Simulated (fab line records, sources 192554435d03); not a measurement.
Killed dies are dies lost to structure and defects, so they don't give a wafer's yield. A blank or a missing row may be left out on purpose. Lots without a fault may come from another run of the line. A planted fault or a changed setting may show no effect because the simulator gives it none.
Chamber matching | flow n5_finfet | N5_FIN_CUT_CUT_ETCH_26 on rie_diel-04: 4 sister chambers
The step etches SiNx in CH3F/O2, target depth 39 nm, time 55.7 s. 4 wafers are shown with their chamber, then 7 later ones without.

WAFERS WITH THEIR CHAMBER
wafer  | chamber | drypump_motor_current_A (A)
L083.5 | 3       | 5.0
L083.6 | 0       | 6.2
L086.1 | 2       | 6.6
L086.5 | 1       | 5.5

WAFERS WITHOUT THEIR CHAMBER
wafer  | drypump_motor_current_A (A)
L086.6 | 6.2
L093.1 | 5.0
L093.4 | 5.5
L093.5 | 6.5
L095.2 | 5.5
L095.3 | 6.6
L095.4 | 5.0

WHICH CHAMBER EACH WENT THROUGH
wafer  | from the rows above | in truth
L086.6 | 0                   | 0
L093.1 | 3                   | 3
L093.4 | 1                   | 1
L093.5 | 2                   | 2
L095.2 | 1                   | 1
L095.3 | 2                   | 2
L095.4 | 3                   | 3
Placed correctly: 7 of 7. Can't be placed from these rows: 0. Placed wrongly: 0.
How it was worked out, from the rows above alone: a wafer's distance from a chamber is the root of the sum, over the readings, of the square of ((its reading less the chamber's mean) divided by the reading's scatter). The wafer belongs to the nearest chamber; if the next one is less than 2 further off, it can't be placed. A chamber's mean is the mean of its shown wafers. The scatter: with one shown wafer a chamber, the root of the mean of the squares of how far each hidden wafer lies from its nearest shown one.
